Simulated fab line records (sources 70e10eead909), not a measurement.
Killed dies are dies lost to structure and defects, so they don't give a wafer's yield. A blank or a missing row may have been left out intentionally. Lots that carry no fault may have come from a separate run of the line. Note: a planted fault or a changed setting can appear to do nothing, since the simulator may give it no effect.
A struck lot beside a sound one -- flow nand-harc -- 17 steps out of a route of 1302
Sound: these wafers, L790.1, L790.2, L790.3. Struck: wafers L795.1, L795.4, L795.6. The cause comes at the end.
Order at every step that has rows: each side's tool, ch and its chambers, its first start. Under that, the readings that differ: sound wafers -- struck wafers -- difference of the means -- sigmas: that difference in standard deviations of wafers without a fault.
alike: readings whose means differ by less than 2 such deviations, and words and numbers that are the same on both sides. not compared: withheld readings, readings that some wafer has no value for, bounds like >300 that may hide the same value, and numbers for which the record gives no deviation and whose values overlap.
The two part at a step that has a row with sigmas, a row that says differs or no value, or rows on one side only. Non-overlapping numbers with no deviation appear without sigmas and do not part them. A reading that every wafer of one side lacks parts them only if that side has two wafers or more.

NHARC_A_M1_INSPECT_11:
  sound on defect-inspect-01 at day 27 16:44; struck on defect-inspect-02 at day 30 12:31
  alike: raw-defect-count
NHARC_A_M1_DESCUM_14: chemistry O2, time 3 s.
  sound on rie-diel-07 ch 0,1,2, day 27 16:48; struck on rie-diel-07 ch 2,3, day 30 12:35
  alike: drypump-motor-current-A, oes-product-au, rf-vpp-V, showerhead-plenum-p-Torr, throttle-valve-pct
  not compared: rf-hours-counter-h
then, 1 step without rows for these wafers: NHARC_A_M1_ETCH_35 (etches the open film in N2/H2, target depth 40 nm, overetch 12 nm, time 43.94 s).
NHARC_A_M1_ETCH_15: etches the open film in C4F8/Ar, target depth 182.5 nm, time 91.2 s.
  sound on rie-diel-07 ch 0,1,2; struck on rie-diel-07 ch 2,3
  alike: oes-product-au, rf-fwd-power-W, rf-vpp-V
  not compared: rf-hours-counter-h
NHARC_A_M1_CD_MEAS_16:
  sound on cd-sem-01 at day 27 17:06; struck on cd-sem-01 at day 30 12:53
  alike: cd-nm
then, 1 step without rows for these wafers: NHARC_A_M1_STRIP_18 (strips in N2/H2).
NHARC_A_M1_ETCH_28: etches the open film in CF4/N2, target depth 30 nm, time 72.99 s.
  sound on rie-diel-01 ch 0,1,3; struck on rie-diel-01 ch 2,3
  alike: drypump-motor-current-A, oes-product-au, rf-fwd-power-W, rf-vpp-V, showerhead-plenum-p-Torr, throttle-valve-pct
  not compared: rf-hours-counter-h
then, 4 steps without rows for these wafers: NHARC_A_M1_STRIP_19 (strips in post etch residue remover, time 600 s); NHARC_A_M1_DEGAS_29 (time 60 s); NHARC_A_M1_PRE_CLEAN_30 (time 30 s); NHARC_A_M1_PVD_20 (deposits TaN, target thk 5 nm, time 8.06 s).
NHARC_A_M1_PVD_21: deposits Cu, target thk 30 nm, time 20.49 s.
  sound on pvd-sputter-03; struck on pvd-sputter-02
  alike: throttle-valve-pct
NHARC_A_M1_ECD_22: material Cu, target thk 400 nm.
  sound on ecd-cu-02 ch 0,1, day 27 18:11; struck on ecd-cu-02 ch 1, day 30 14:01
NHARC_A_M1_ANNEAL_31: time 90 s.
  sound on rtp-anneal-01 ch 0, day 27 18:34; struck on rtp-anneal-01 ch 0, day 30 14:20
  alike: wafer_temp_C_max
NHARC_A_M1_CMP_23: polishes, t overpolish 20 s, target thk 154.34 nm.
  sound on cmp-02 ch 0,2,3, day 27 18:56; struck on cmp-04 ch 0,2,3, day 30 14:41
reading,sound,struck,difference,sigmas
time-to-endpoint-s (s),33 23 28,14 14 16,-13,-4
  alike: motor-current-A, retaining-ring-pressure-frac
NHARC_A_M1_THK_MEAS_24: measures by xrf.
  sound on film-metro-01 at day 27 19:13; struck on film-metro-02 at day 30 14:59
  alike: thk-nm
NHARC_END_SORT_01:
  sound on prober-01 ch 0, day 29 01:20; struck on prober-02 ch 0, day 32 00:17
  alike: defect-limited-yield, killed-at-array, killed-at-other, killed-at-periphery, killed-dies, killed-open, killed-short

WHERE THEY PART
NHARC_A_M1_CMP_23 only, going by this record. Later steps at which nothing parts them and some readings are alike: NHARC_A_M1_THK_MEAS_24, NHARC_END_SORT_01.

WHY: what had been put in by the simulator
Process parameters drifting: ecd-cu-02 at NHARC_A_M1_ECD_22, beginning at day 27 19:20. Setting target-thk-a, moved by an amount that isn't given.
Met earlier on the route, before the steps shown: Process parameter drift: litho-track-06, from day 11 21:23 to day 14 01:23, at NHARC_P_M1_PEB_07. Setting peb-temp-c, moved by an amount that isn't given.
